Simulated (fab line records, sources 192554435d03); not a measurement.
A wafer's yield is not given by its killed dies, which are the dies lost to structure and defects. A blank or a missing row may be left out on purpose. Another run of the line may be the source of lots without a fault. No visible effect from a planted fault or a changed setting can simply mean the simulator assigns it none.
A single fault, viewed from 2 desks :: flow n5-finfet :: each desk has only its own numbers; what lay behind them comes last

## AT THE TOOL OWNER'S DESK: ald-hk-02
The tool's own readings at N5_MIM_TOP_ALD_01 (deposits HfO2, target thk 5.6 nm, pulse time 1 s, purge time 3 s): means of the sampled wafers that have a number, for each lot that ran on this tool. If a lot's mean is further than 4 standard deviations from the usual mean, the lot is out of limits and carries the mark OUT (the distance appears in the brackets).
Columns: A = precursor-pulse-height-rel at N5_MIM_TOP_ALD_01, usual 1.000
lot: L859
first seen here: day 16 08:00
A: 0.977
This desk's finding: nothing out of limits on the one lot.

## AT THE METROLOGY DESK
What the gauges read for every lot (on any tool): the sampled wafers with a number, averaged. If a lot's mean is further than 4 standard deviations from the usual mean, the lot is out of limits and carries the mark OUT (the distance appears in the brackets).
Columns: A = M15_RS at N5_BEOL_M15_RS_MEAS_54, usual 0.0216 ohm/sq
lot: L845
first seen here: day 12 07:07
A: 0.0215

lot: L846
first seen here: day 12 11:52
A: 0.0211

lot: L847
first seen here: day 12 19:28
A: 0.0215

lot: L848
first seen here: day 13 21:40
A: 0.0214

lot: L849
first seen here: day 13 23:05
A: 0.0217

lot: L859
first seen here: day 16 07:11
A: 0.0215

lot: L861
first seen here: day 16 18:33
A: 0.0216

lot: L862
first seen here: day 17 10:02
A: 0.0216

lot: L863
first seen here: day 17 22:09
A: 0.0217

lot: L866
first seen here: day 17 22:50
A: 0.0214

lot: L868
first seen here: day 19 01:29
A: 0.0214
This desk's finding: nothing out of limits on any of the 11 lots.

## BROUGHT TOGETHER
Nothing out of limits was seen by the tool owner's desk.
Nothing out of limits was seen by the metrology desk.

## WHAT THE SIMULATOR PUT IN
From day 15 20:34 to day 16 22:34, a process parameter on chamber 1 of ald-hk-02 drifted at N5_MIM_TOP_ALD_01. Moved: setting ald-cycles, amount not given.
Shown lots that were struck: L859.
